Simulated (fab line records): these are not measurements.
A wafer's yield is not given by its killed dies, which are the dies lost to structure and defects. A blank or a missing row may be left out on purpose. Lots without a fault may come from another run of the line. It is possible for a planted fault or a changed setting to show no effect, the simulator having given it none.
Chamber matching | flow nand_harc | 3 sister chambers for NHARC_A_CONTACT_DEP_85 on pecvd-02
The step deposits SiON, target thk 60 nm. 16 wafers are shown with their chamber, then 8 later ones without.

== WAFERS PAIRED WITH THEIR CHAMBERS ==
wafer  | chamber | heater_power_w (W)
L121.1 | 0       | 846
L121.4 | 2       | 689
L121.5 | 1       | 820
L123.1 | 0       | 873
L123.2 | 1       | 855
L123.4 | 1       | 870
L126.2 | 0       | 825
L126.4 | 0       | 805
L126.5 | 2       | 633
L129.2 | 1       | 805
L129.3 | 2       | 631
L129.5 | 1       | 825
L137.3 | 0       | 785
L137.4 | 0       | 810
L137.5 | 1       | 852
L138.1 | 1       | 894

SIGNATURES (averages over the wafers above)
reading        | chamber 0 | chamber 1 | chamber 2 | scatter within a chamber
heater_power_w | 824.00    | 845.86    | 651.00    | 31.5
Rule: distance of a wafer from a chamber = root of the sum over the readings of ((wafer's reading minus chamber's mean) / reading's scatter) squared. The wafer belongs to the nearest chamber; if the next one is less than 2 further off, it can't be placed. The scatter is the square root of a quotient: the sum, over the shown wafers, of each reading's squared deviation from its chamber's mean, divided by wafers minus chambers.

== WAFERS WITHOUT THEIR CHAMBER ==
wafer  | heater_power_w (W)
L138.4 | 641
L138.5 | 889
L139.3 | 889
L139.4 | 889
L139.5 | 874
L140.1 | 840
L140.4 | 848
L140.5 | 633

== EACH ONE'S CHAMBER ==
wafer  | from the rows above     | in truth
L138.4 | 2                       | 2
L138.5 | can't be placed: 1 or 0 | 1
L139.3 | can't be placed: 1 or 0 | 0
L139.4 | can't be placed: 1 or 0 | 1
L139.5 | can't be placed: 1 or 0 | 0
L140.1 | can't be placed: 1 or 0 | 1
L140.4 | can't be placed: 1 or 0 | 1
L140.5 | 2                       | 2
Correct placement for 2 of the 8. Can't be placed from these rows: 6 (the true chamber is among the candidates in 6). Wrongly placed: 0.
